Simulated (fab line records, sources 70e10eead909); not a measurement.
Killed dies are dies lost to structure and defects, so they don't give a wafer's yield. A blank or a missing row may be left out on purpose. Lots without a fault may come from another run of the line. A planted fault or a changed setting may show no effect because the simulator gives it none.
fab line records | flow nand_harc
record lots=14 wafers=42 last_day=32
route steps=1302 shown A_M1@1179 END@1302
lots that met no fault: from a run of the same line without faults
start_h: hours from the record's first day to the start of the lot's first wafer shown | wait_h: hours since the lot's step before | " the same as in the row above | L1.1+2: a row that stands for several wafers | - no value, or no start given | * or withheld: withheld | < > ~ a bound
route shown NAME@n: a module of which the file shows steps, and the number in the route of the first | usual: mean/standard deviation of fault-free wafers | same: alike in all rows | chamber/n: place in a boat | sites: the reading at each site | _std_site: their standard deviation | _edge_site: outer sites' mean less inner sites' | radius_mm: how far each site lies from the wafer's centre | mask NAME#n: copy n | behind: the tool/chamber that last shaped the wafer | hold: why the lot was held/for how many hours/how that ended | device: the transistor (n, p or np) that didn't switch | end of line: the same wafers' tests at the end of the route | a step without rows: its recipe alone | killed: dies lost to structure and defects at the first sort, not the wafer's yield | map: a wafer's dies, x killed, . not, _ none there
set.NAME: the setting as run; set.NAME@STEP: as run at that earlier step | model.NAME: the simulator's own value behind a step, which no gauge read
steps of the route over a sample of lots; a table a step, a row a wafer
services: from which hour (start_h, from the record's first day; less than 0 if before it) a tool's chamber was out of use, for how many hours, and why
## steps
# step NHARC_A_M1_CD_MEAS_09
# recipe target_cd_nm=120 landing_energy_ev=500
# usual cd_nm=120.1/0.59
# same landing_energy_ev=500
# columns lot.wafer tool chamber start_h wait_h cd_nm
L780.2 cd_sem-03 0 531.96 - 120.8
L780.3 " 0 " " 120.0
L780.6 " 0 " " 119.7
L779.2 cd_sem-01 0 537.97 - 120.9
L779.4 " 0 " " 119.5
L779.6 " 0 " " 119.9
L782.3 cd_sem-01 0 556.94 - 120.2
L782.4 " 0 " " 119.4
L782.6 " 0 " " 120.5
L785.2 cd_sem-01 0 587.71 - 119.7
L785.3 " 0 " " 119.4
L785.5 " 0 " " 118.7
L788.1 cd_sem-02 0 611.38 - 118.8
L788.3 " 0 " " 120.3
L788.6 " 0 " " 119.8
L786.2 cd_sem-02 0 611.94 - 119.5
L786.4 " 0 " " 120.9
L786.5 " 0 " " 119.9
L787.1 cd_sem-03 0 615.93 - 120.7
L787.5 " 0 " " 121.1
L787.6 " 0 " " 119.8
L790.4 cd_sem-01 0 640.62 - 120.1
L790.5 " 0 " " 120.3
L790.6 " 0 " " 120.9
L792.2 cd_sem-02 0 659.36 - 120.5
L792.4 " 0 " " 121.0
L792.5 " 0 " " 120.1
L793.1 cd_sem-01 0 660.62 - 119.5
L793.3 " 0 " " 119.8
L793.6 " 0 " " 120.0
L795.2 cd_sem-03 0 708.39 - 119.9
L795.3 " 0 " " 120.3
L795.5 " 0 " " 120.4
L797.1 cd_sem-03 0 711.78 - 120.8
L797.3 " 0 " " 119.4
L797.5 " 0 " " 120.0
L796.1 cd_sem-03 0 718.70 - 119.2
L796.2 " 0 " " 119.9
L796.4 " 0 " " 120.2
L801.2 cd_sem-02 0 742.13 - 118.7
L801.3 " 0 " " 119.4
L801.4 " 0 " " 119.2
# step NHARC_A_M1_PRE_CLEAN_30
# recipe time_s=30 temp_c=280 gas=H2/He
# usual heater_power_w=410/33
# columns lot.wafer tool chamber start_h wait_h heater_power_w
L780.3 pvd_sputter-02 - - - 418
L780.2 " - " " 437
L780.6 " - " " 407
L779.4 pvd_sputter-01 - - - 360
L779.2 " - " " 423
L779.6 " - " " 394
L782.4 pvd_sputter-01 - - - 404
L782.3 " - " " 418
L782.6 " - " " 380
L785.2 pvd_sputter-03 - - - 427
L785.3 " - " " 426
L785.5 " - " " 438
L788.1 pvd_sputter-03 - - - 422
L788.3 " - " " 449
L788.6 " - " " 421
L786.2 pvd_sputter-02 - - - 440
L786.4 " - " " 426
L786.5 " - " " 349
L787.1 pvd_sputter-03 - - - 445
L787.5 " - " " 445
L787.6 " - " " 366
L790.4 pvd_sputter-03 - - - 445
L790.6 " - " " 434
L790.5 " - " " 444
L792.2 pvd_sputter-02 - - - 420
L792.4 " - " " 344
L792.5 " - " " 426
L793.1 pvd_sputter-03 - - - 435
L793.3 " - " " 361
L793.6 " - " " 370
L795.3 pvd_sputter-02 - - - 429
L795.2 " - " " 425
L795.5 " - " " 433
L797.3 pvd_sputter-02 - - - 425
L797.1 " - " " 418
L797.5 " - " " 433
L796.4 pvd_sputter-02 - - - 426
L796.1 " - " " 350
L796.2 " - " " 431
L801.2 pvd_sputter-02 - - - 428
L801.4 " - " " 431
L801.3 " - " " 422
# step NHARC_A_M1_ECD_22
# recipe target_thk_a=4000 bath_temp_c=25 material=Cu
# columns lot.wafer tool chamber start_h wait_h
L780.2+3+6 ecd_cu-01 1,0,1 533.71 -
L779.2+4+6 ecd_cu-02 0,0,1 539.53 -
L782.4+3+6 ecd_cu-01 1,0,1 558.60 -
L785.2+3+5 ecd_cu-02 0,1,0 589.41 -
L788.1+3+6 ecd_cu-01 1,0,1 613.02 -
L786.2+4+5 ecd_cu-01 1,0,1 613.62 -
L787.1+5+6 ecd_cu-01 1,1,0 617.91 -
L790.4+6+5 ecd_cu-02 1,0,1 642.33 -
L792.2+4+5 ecd_cu-01 1,0,1 661.07 -
L793.1+3+6 ecd_cu-02 0,1,0 662.29 -
L795.2+3+5 ecd_cu-02 0 709.96 -
L797.1+3+5 ecd_cu-01 1 713.38 -
L796.1+2+4 ecd_cu-01 1,0,0 720.26 -
L801.2+4+3 ecd_cu-01 0,1,0 743.79 -
# step NHARC_A_M1_ANNEAL_31
# recipe temp_c=225 time_s=90
# usual wafer_temp_C_max=225.95/0.2
# columns lot.wafer tool chamber start_h wait_h wafer_temp_C_max
L780.2 rtp_anneal-01 0 534.17 - 226.14
L780.3 " 0 " " 225.85
L780.6 " 0 " " 225.89
L779.2 rtp_anneal-02 0 539.96 - 225.92
L779.4 " 0 " " 225.89
L779.6 " 0 " " 225.78
L782.3 rtp_anneal-01 0 558.98 - 226.18
L782.4 " 0 " " 225.86
L782.6 " 0 " " 226.36
L785.2 rtp_anneal-02 0 589.79 0.3 226.10
L785.3 " 0 " " 226.29
L785.5 " 0 " " 226.27
L788.1 rtp_anneal-02 0 613.39 - 225.51
L788.3 " 0 " " 226.12
L788.6 " 0 " " 225.84
L786.2 rtp_anneal-02 0 614.00 - 226.13
L786.4 " 0 " " 225.55
L786.5 " 0 " " 226.02
L787.1 rtp_anneal-02 0 618.28 - 226.06
L787.5 " 0 " " 226.05
L787.6 " 0 " " 225.91
L790.4 rtp_anneal-01 0 642.71 0.3 226.43
L790.5 " 0 " " 226.03
L790.6 " 0 " " 225.92
L792.2 rtp_anneal-01 0 661.45 - 226.02
L792.4 " 0 " " 226.05
L792.5 " 0 " " 225.86
L793.1 rtp_anneal-02 0 662.62 - 225.85
L793.3 " 0 " " 226.13
L793.6 " 0 " " 225.88
L795.2 rtp_anneal-01 0 710.38 - 225.91
L795.3 " 0 " " 225.87
L795.5 " 0 " " 225.75
L797.1 rtp_anneal-01 0 713.71 0.3 225.92
L797.3 " 0 " " 225.96
L797.5 " 0 " " 225.79
L796.1 rtp_anneal-01 0 720.64 0.3 225.79
L796.2 " 0 " " 225.68
L796.4 " 0 " " 225.67
L801.2 rtp_anneal-01 0 744.50 - 225.77
L801.3 " 0 " " 226.06
L801.4 " 0 " " 225.81
# step NHARC_A_M1_CMP_23
# recipe t_overpolish_s=20 target_thk_nm=154.34
# usual motor_current_A=12.4/0.93 time_to_endpoint_s=29/3.1
# columns lot.wafer tool chamber start_h wait_h motor_current_A time_to_endpoint_s
L780.3 cmp-04 3 534.49 - 10.1 30
L780.2 " 1 " " 11.6 33
L780.6 " 3 " " 10.3 30
L779.4 cmp-02 0 540.31 - 12.4 33
L779.2 " 1 " " 13.4 26
L779.6 " 2 " " 12.9 25
L782.4 cmp-02 0 559.25 - 12.9 32
L782.3 " 2 " " 12.4 25
L782.6 " 0 " " 12.8 34
L785.2 cmp-04 1 590.08 - 12.0 31
L785.3 " 0 " " 11.6 29
L785.5 " 2 " " 12.8 24
L788.1 cmp-02 3 613.77 - 12.1 28
L788.3 " 0 " " 12.3 34
L788.6 " 2 " " 12.4 33
L786.2 cmp-03 2 614.35 - 12.5 31
L786.4 " 3 " " 10.3 25
L786.5 " 1 " " 13.0 28
L787.1 cmp-02 3 618.66 - 12.8 29
L787.5 " 2 " " 12.2 29
L787.6 " 3 " " 12.2 27
L790.4 cmp-02 1 642.90 - 13.3 25
L790.6 " 1 " " 13.3 26
L790.5 " 2 " " 12.0 25
L792.4 cmp-02 0 661.79 - 12.8 34
L792.2 " 1 " " 13.3 27
L792.5 " 3 " " 12.4 27
L793.3 cmp-02 0 662.99 - 12.9 17
L793.1 " 1 " " 13.4 11
L793.6 " 3 " " 11.9 12
L795.2 cmp-04 0 710.71 - 11.9 15
L795.3 " 1 " " 12.1 18
L795.5 " 3 " " 10.5 12
L797.3 cmp-02 3 714.06 - 11.8 25
L797.1 " 1 " " 13.3 28
L797.5 " 3 " " 12.3 25
L796.2 cmp-02 1 720.99 - 12.1 26
L796.4 " 2 " " 12.3 29
L796.1 " 0 " " 12.9 31
L801.3 cmp-03 1 744.79 - 14.2 27
L801.2 " 2 " " 13.1 28
L801.4 " 0 " " 12.2 27
# step NHARC_END_SORT_01
# recipe temp_c=25
# usual defect_limited_yield=91/3.4 killed_at_array=55/23 killed_at_other=1.0/1.2 killed_at_periphery=3.2/2.7 killed_dies=59/23 killed_open=3.1/1.6 killed_short=2.2/1.5
# same gross_dies=677
# columns lot.wafer tool chamber start_h wait_h defect_limited_yield[%] killed_at_array killed_at_other killed_at_periphery killed_dies killed_open killed_short
L780.2 prober-02 0 568.50 2.8 95 27 0 5 32 4 3
L780.3 prober-02 0 569.30 3.1 96 17 0 8 25 3 4
L780.6 prober-02 0 571.69 4.0 97 17 0 5 22 1 3
L779.2 prober-02 0 576.25 2.8 83 112 0 3 115 4 1
L779.4 prober-02 0 577.83 3.4 83 116 0 1 117 2 1
L779.6 prober-02 0 579.41 4.0 82 117 3 2 122 5 2
L788.1 prober-02 0 649.63 2.5 86 89 4 4 97 6 3
L788.3 prober-02 0 651.25 3.1 88 73 4 2 79 2 2
L788.6 prober-02 0 653.68 4.1 89 69 4 2 75 1 5
L786.2 prober-01 0 650.35 2.8 94 34 1 6 41 4 0
L786.4 prober-01 0 651.96 3.4 95 30 0 1 31 2 0
L786.5 prober-01 0 652.76 3.7 96 22 1 1 24 2 2
L787.1 prober-01 0 657.38 2.5 95 31 2 2 35 0 0
L787.5 prober-01 0 660.58 3.7 92 45 2 9 56 4 1
L787.6 prober-01 0 661.37 4.0 94 32 0 7 39 1 0
L790.4 prober-01 0 675.72 3.4 90 69 1 1 71 3 0
L790.5 prober-01 0 676.52 3.7 89 72 1 2 75 3 3
L790.6 prober-01 0 677.31 4.0 89 71 2 2 75 4 3
L793.1 prober-01 0 694.75 2.5 92 46 4 3 53 5 1
L792.2 prober-02 0 699.41 6.6 93 47 0 1 48 3 2
L792.4 prober-02 0 701.01 7.2 90 66 0 4 70 5 5
L792.5 prober-02 0 701.81 7.5 93 43 0 6 49 3 3
L795.2 prober-02 0 745.08 2.8 91 54 0 9 63 2 2
L797.1 prober-01 0 752.11 2.5 88 82 0 1 83 5 3
L797.3 prober-01 0 753.74 3.1 88 78 0 1 79 3 1
L797.5 prober-01 0 755.37 3.8 88 76 0 4 80 3 1
# killed by level:class
L780.2 A_CHANNEL_HOLE_D2:chamber_film_flake=7 A_STAIRCASE:chamber_film_flake=6 A_CHANNEL_HOLE_D1:chamber_film_flake=4 A_CONTACT:chamber_film_flake=3 P_CONTACT:geometric_particle:short=2 A_BLC:geometric_particle:open=2 A_DECK1_JOINT:chamber_film_flake=2 P_GATE:geometric_particle:open=1
L780.3 P_STI:chamber_film_flake=3 A_CONTACT:chamber_film_flake=3 P_GATE:chamber_film_flake=2 P_CONTACT:chamber_film_flake=2 A_CHANNEL_HOLE_D1:chamber_film_flake=2 A_CHANNEL_HOLE_D2:chamber_film_flake=2 A_BONDPAD:chamber_film_flake=2 P_M0:geometric_particle:short=1
L780.6 A_CHANNEL_HOLE_D2:chamber_film_flake=8 P_STI:chamber_film_flake=3 A_STAIRCASE:chamber_film_flake=2 A_CONTACT:chamber_film_flake=2 P_M0:geometric_particle:short=1 A_ONON_D1:geometric_particle:short=1 A_WL_FILL:geometric_particle:short=1 A_BLC:geometric_particle:open=1
L779.2 A_CHANNEL_HOLE_D1:chamber_film_flake=34 A_CHANNEL_HOLE_D2:chamber_film_flake=33 A_SLIT:chamber_film_flake=20 A_STAIRCASE:chamber_film_flake=8 A_CONTACT:chamber_film_flake=4 A_CHANNEL_FILL_D2:chamber_film_flake=3 P_STI:chamber_film_flake=2 A_SGD_CUT:chamber_film_flake=2
L779.4 A_CHANNEL_HOLE_D2:chamber_film_flake=37 A_CHANNEL_HOLE_D1:chamber_film_flake=33 A_SLIT:chamber_film_flake=24 A_STAIRCASE:chamber_film_flake=11 A_CONTACT:chamber_film_flake=3 A_CHANNEL_FILL_D2:chamber_film_flake=3 P_M1:geometric_particle:open=1 A_SGD_CUT:geometric_particle:open=1
L779.6 A_CHANNEL_HOLE_D1:chamber_film_flake=34 A_CHANNEL_HOLE_D2:chamber_film_flake=34 A_SLIT:chamber_film_flake=22 A_STAIRCASE:chamber_film_flake=12 A_CHANNEL_FILL_D2:chamber_film_flake=3 A_CONTACT:chamber_film_flake=3 THIN_TSV:chamber_film_flake=3 P_CONTACT:geometric_particle:open=1
L788.1 A_CHANNEL_HOLE_D1:chamber_film_flake=31 A_SLIT:chamber_film_flake=27 A_CHANNEL_HOLE_D2:chamber_film_flake=13 A_CHANNEL_FILL_D1:chamber_film_flake=4 A_CONTACT:chamber_film_flake=4 THIN_TSV:chamber_film_flake=4 A_WL_FILL:chamber_film_flake=2 P_GATE:geometric_particle:open=1
L786.2 A_CHANNEL_HOLE_D2:chamber_film_flake=16 P_GATE:chamber_film_flake=4 A_SLIT:chamber_film_flake=4 A_STAIRCASE:chamber_film_flake=3 A_CHANNEL_HOLE_D1:chamber_film_flake=2 A_WL_FILL:chamber_film_flake=2 P_CONTACT:geometric_particle:open=1 A_ONON_D1:geometric_particle:open=1
L788.3 A_SLIT:chamber_film_flake=26 A_CHANNEL_HOLE_D1:chamber_film_flake=22 A_CHANNEL_HOLE_D2:chamber_film_flake=12 A_CONTACT:chamber_film_flake=4 THIN_TSV:chamber_film_flake=4 A_WL_FILL:chamber_film_flake=3 A_M0:geometric_particle:short=2 P_STI:chamber_film_flake=2
L786.4 A_CHANNEL_HOLE_D2:chamber_film_flake=14 A_STAIRCASE:chamber_film_flake=4 A_CHANNEL_HOLE_D1:chamber_film_flake=3 A_WL_FILL:geometric_particle:open=2 A_WL_FILL:chamber_film_flake=2 A_M1:chamber_film_flake=2 P_GATE:chamber_film_flake=1 A_ZERO_WELL:chamber_film_flake=1
L786.5 A_CHANNEL_HOLE_D2:chamber_film_flake=10 A_CHANNEL_HOLE_D1:chamber_film_flake=5 P_BONDPAD:geometric_particle:open=1 A_ONON_D1:geometric_particle:short=1 A_DECK1_JOINT:geometric_particle:short=1 A_CONTACT:geometric_particle:open=1 A_ZERO_WELL:chamber_film_flake=1 A_CHANNEL_FILL_D2:chamber_film_flake=1
L788.6 A_CHANNEL_HOLE_D1:chamber_film_flake=32 A_SLIT:chamber_film_flake=17 A_CHANNEL_HOLE_D2:chamber_film_flake=10 THIN_TSV:chamber_film_flake=3 A_ONON_D1:geometric_particle:short=2 P_GATE:chamber_film_flake=2 A_WL_FILL:chamber_film_flake=2 A_CHANNEL_FILL_D2:geometric_particle:short=1
L787.1 A_CHANNEL_HOLE_D2:chamber_film_flake=9 A_CHANNEL_HOLE_D1:chamber_film_flake=6 A_CONTACT:chamber_film_flake=5 A_SLIT:chamber_film_flake=4 A_CHANNEL_FILL_D1:chamber_film_flake=2 A_DECK1_JOINT:chamber_film_flake=2 THIN_TSV:chamber_film_flake=2 P_ZERO_WELL:chamber_film_flake=1
L787.5 A_CHANNEL_HOLE_D2:chamber_film_flake=16 A_CONTACT:chamber_film_flake=10 A_CHANNEL_HOLE_D1:chamber_film_flake=5 P_GATE:chamber_film_flake=3 A_DECK1_JOINT:chamber_film_flake=3 A_SLIT:chamber_film_flake=3 P_ZERO_WELL:chamber_film_flake=2 P_CONTACT:chamber_film_flake=2
L787.6 A_CHANNEL_HOLE_D1:chamber_film_flake=9 A_CHANNEL_HOLE_D2:chamber_film_flake=8 P_GATE:chamber_film_flake=5 A_CONTACT:chamber_film_flake=4 A_SLIT:chamber_film_flake=4 A_DECK1_JOINT:chamber_film_flake=2 A_STAIRCASE:chamber_film_flake=2 A_WL_FILL:geometric_particle:open=1
L790.4 A_CHANNEL_HOLE_D1:chamber_film_flake=38 A_CHANNEL_HOLE_D2:chamber_film_flake=15 A_CHANNEL_FILL_D2:chamber_film_flake=4 A_CONTACT:chamber_film_flake=4 A_SLIT:chamber_film_flake=3 A_CHANNEL_HOLE_D1:geometric_particle:open=1 A_CHANNEL_FILL_D1:geometric_particle:open=1 A_DECK1_JOINT:geometric_particle:open=1
L790.5 A_CHANNEL_HOLE_D1:chamber_film_flake=32 A_CHANNEL_HOLE_D2:chamber_film_flake=22 A_STAIRCASE:chamber_film_flake=4 A_CONTACT:chamber_film_flake=3 A_ONON_D1:geometric_particle:short=2 A_DECK1_JOINT:chamber_film_flake=2 A_CHANNEL_FILL_D2:chamber_film_flake=2 P_GATE:geometric_particle:short=1
L790.6 A_CHANNEL_HOLE_D1:chamber_film_flake=27 A_CHANNEL_HOLE_D2:chamber_film_flake=24 A_CONTACT:chamber_film_flake=6 A_STAIRCASE:chamber_film_flake=5 A_CHANNEL_FILL_D2:geometric_particle:short=2 A_SLIT:chamber_film_flake=2 P_BONDPAD:geometric_particle:open=1 A_ONON_D2:geometric_particle:open=1
L793.1 A_CHANNEL_HOLE_D2:chamber_film_flake=23 A_CHANNEL_HOLE_D1:chamber_film_flake=6 A_SLIT:chamber_film_flake=5 THIN_TSV:chamber_film_flake=4 A_CHANNEL_FILL_D2:geometric_particle:open=2 A_CONTACT:chamber_film_flake=2 A_WL_FILL:chamber_film_flake=2 P_M1:area_peb=2
L792.2 A_CHANNEL_HOLE_D1:chamber_film_flake=31 A_STAIRCASE:chamber_film_flake=3 A_CHANNEL_HOLE_D2:chamber_film_flake=2 A_M1:chamber_film_flake=2 A_ONON_D1:geometric_particle:open=1 A_DECK1_JOINT:geometric_particle:open=1 A_CHANNEL_FILL_D2:geometric_particle:short=1 A_SGD_CUT:geometric_particle:short=1
L792.4 A_CHANNEL_HOLE_D1:chamber_film_flake=32 A_CONTACT:chamber_film_flake=7 A_STAIRCASE:chamber_film_flake=6 A_CHANNEL_HOLE_D2:chamber_film_flake=4 A_SLIT:chamber_film_flake=3 A_M1:chamber_film_flake=3 A_WL_FILL:geometric_particle:short=2 P_GATE:chamber_film_flake=2
L792.5 A_CHANNEL_HOLE_D1:chamber_film_flake=26 A_STAIRCASE:chamber_film_flake=4 A_CONTACT:chamber_film_flake=4 P_GATE:chamber_film_flake=3 A_WL_FILL:geometric_particle:short=2 A_SLIT:chamber_film_flake=2 P_M1:geometric_particle:short=1 A_CHANNEL_FILL_D1:geometric_particle:open=1
L795.2 A_SLIT:chamber_film_flake=29 A_CHANNEL_HOLE_D1:chamber_film_flake=6 A_WL_FILL:chamber_film_flake=5 A_STAIRCASE:chamber_film_flake=4 A_BONDPAD:chamber_film_flake=4 P_BONDPAD:chamber_film_flake=3 A_DECK1_JOINT:chamber_film_flake=2 P_M1:geometric_particle:short=1
L797.1 A_CHANNEL_HOLE_D1:chamber_film_flake=29 A_CHANNEL_HOLE_D2:chamber_film_flake=23 A_CONTACT:chamber_film_flake=8 A_STAIRCASE:chamber_film_flake=7 A_SLIT:chamber_film_flake=4 A_DECK1_JOINT:geometric_particle:open=2 A_BONDPAD:chamber_film_flake=2 A_ONON_D1:geometric_particle:open=1
L797.3 A_CHANNEL_HOLE_D1:chamber_film_flake=26 A_CHANNEL_HOLE_D2:chamber_film_flake=24 A_STAIRCASE:chamber_film_flake=7 A_CONTACT:chamber_film_flake=6 A_SLIT:chamber_film_flake=6 A_CHANNEL_FILL_D2:chamber_film_flake=3 A_BONDPAD:chamber_film_flake=2 A_ONON_D1:geometric_particle:open=1
L797.5 A_CHANNEL_HOLE_D1:chamber_film_flake=34 A_CHANNEL_HOLE_D2:chamber_film_flake=21 A_STAIRCASE:chamber_film_flake=6 A_SLIT:chamber_film_flake=6 A_CONTACT:chamber_film_flake=4 A_DECK1_JOINT:chamber_film_flake=2 P_CONTACT:geometric_particle:open=1 P_M0:geometric_particle:open=1
## services
# columns tool chamber start_h hours kind
ecd_cu-01 - 512.12 8.0 pm
pvd_sputter-03 - 526.00 10.0 pm
cmp-02 - 526.57 4.0 pm
pvd_sputter-01 - 533.44 1.6 repair
cmp-04 - 540.71 0.6 repair
cmp-03 - 554.59 4.0 pm
cmp-02 - 554.60 0.9 repair
cmp-03 - 577.48 0.5 repair
pvd_sputter-01 - 582.00 10.0 pm
ecd_cu-02 - 596.00 8.0 pm
cmp-04 - 601.00 4.0 pm
cmp-02 - 624.57 4.0 pm
cmp-04 - 626.61 0.3 repair
pvd_sputter-02 - 638.03 10.0 pm
cmp-02 - 650.38 0.9 repair
cmp-04 - 668.99 1.9 repair
cmp-02 - 669.08 1.9 repair
ecd_cu-01 - 688.12 8.0 pm
cmp-04 - 696.37 0.6 repair
cmp-04 - 699.00 4.0 pm
pvd_sputter-03 - 704.00 10.0 pm
cmp-02 - 722.57 4.0 pm
cmp-02 - 727.95 1.6 repair
rtp_anneal-02 - 744.14 12.0 pm
## key
first_sign step=NHARC_A_M1_CMP_23 reading=time_to_endpoint_s direction=down sigmas=4.7 usual=* struck=*
effect none on later readings
met_at NHARC_A_M1_ECD_22
struck_lots L793,L795
not_acting_at NHARC_A_M1_CD_MEAS_09,NHARC_A_M1_PRE_CLEAN_30,NHARC_A_M1_ANNEAL_31
onset_between 642.33 662.29
earlier_fault kind=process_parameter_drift tool=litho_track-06 chamber=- onset_h=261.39 steps=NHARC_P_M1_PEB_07 channel=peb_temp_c offset=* shape=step end_h=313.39 acts_in=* stated=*
fault kind=process_parameter_drift tool=ecd_cu-02 chamber=- onset_h=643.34 steps=NHARC_A_M1_ECD_22 channel=target_thk_a offset=* shape=step acts_in=* stated=*
